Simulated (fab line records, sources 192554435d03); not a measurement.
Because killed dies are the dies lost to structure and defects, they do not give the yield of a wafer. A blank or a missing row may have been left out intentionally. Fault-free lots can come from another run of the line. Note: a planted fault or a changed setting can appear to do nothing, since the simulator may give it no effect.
Matching of chambers + flow n5 finfet + 3 sister chambers for N5_BEOL_M11_DEP_56 on pecvd-04
The step deposits SiCN from 3MS/NH3, target thk 30 nm, time 10.5 s. 14 wafers are shown with their chamber, then 7 later ones without.

WAFERS PAIRED WITH THEIR CHAMBERS
| wafer  | chamber | showerhead plenum p Torr (Torr) | throttle valve pct (%) | chamber pressure Torr (Torr) |
|--------|---------|---------------------------------|------------------------|------------------------------|
| L074.1 | 2       | 4.153                           | 16.1                   | 3.012                        |
| L074.2 | 1       | 4.223                           | 18.2                   | 3.012                        |
| L074.3 | 0       | 4.149                           | 17.8                   | 2.992                        |
| L077.3 | 2       | 4.158                           | 16.2                   | 2.997                        |
| L077.4 | 0       | 4.160                           | 17.9                   | 2.999                        |
| L077.6 | 2       | 4.156                           | 16.0                   | 3.005                        |
| L076.3 | 0       | 4.153                           | 17.7                   | 3.005                        |
| L076.4 | 0       | 4.145                           | 17.9                   | 3.002                        |
| L076.6 | 2       | 4.158                           | 16.0                   | 2.988                        |
| L078.2 | 0       | 4.144                           | 17.9                   | 2.989                        |
| L078.4 | 0       | 4.150                           | 18.1                   | 2.989                        |
| L078.5 | 2       | 4.169                           | 16.3                   | 3.005                        |
| L079.3 | 0       | 4.151                           | 18.2                   | 2.998                        |
| L079.4 | 2       | 4.159                           | 16.4                   | 2.992                        |

SIGNATURES (means of the wafers above)
| reading                  | chamber 0 | chamber 1 | chamber 2 | scatter within a chamber |
|--------------------------|-----------|-----------|-----------|--------------------------|
| showerhead plenum p Torr | 4.15029   | 4.22300   | 4.15883   | 0.00538                  |
| throttle valve pct       | 17.929    | 18.200    | 16.167    | 0.167                    |
| chamber pressure Torr    | 2.99629   | 3.01200   | 2.99983   | 0.00771                  |
Rule: distance of a wafer from a chamber = root of the sum over the readings of ((wafer's reading minus chamber's mean) / reading's scatter) squared. The wafer belongs to the nearest chamber; if the next one is less than 2 further off, it can't be placed. How the scatter is found: for the shown wafers, subtract from each reading the mean of its chamber, square and add these, divide the total by (wafers less chambers), then take the root.

WAFERS MISSING THEIR CHAMBER
| wafer  | showerhead plenum p Torr (Torr) | throttle valve pct (%) | chamber pressure Torr (Torr) |
|--------|---------------------------------|------------------------|------------------------------|
| L079.6 | 4.147                           | 17.8                   | 3.005                        |
| L095.2 | 4.217                           | 18.2                   | 3.007                        |
| L095.4 | 4.154                           | 17.9                   | 3.005                        |
| L095.5 | 4.232                           | 17.8                   | 3.008                        |
| L097.4 | 4.152                           | 18.2                   | 2.994                        |
| L097.5 | 4.226                           | 17.9                   | 2.996                        |
| L097.6 | 4.165                           | 16.6                   | 2.986                        |

THE CHAMBER EACH PASSED THROUGH
| wafer  | from the rows above | in truth |
|--------|---------------------|----------|
| L079.6 | 0                   | 0        |
| L095.2 | 1                   | 1        |
| L095.4 | 0                   | 0        |
| L095.5 | 1                   | 1        |
| L097.4 | 0                   | 0        |
| L097.5 | 1                   | 1        |
| L097.6 | 2                   | 2        |
Correct placement for 7 of the 7. Number that these rows cannot place: 0. Placed wrongly: 0.
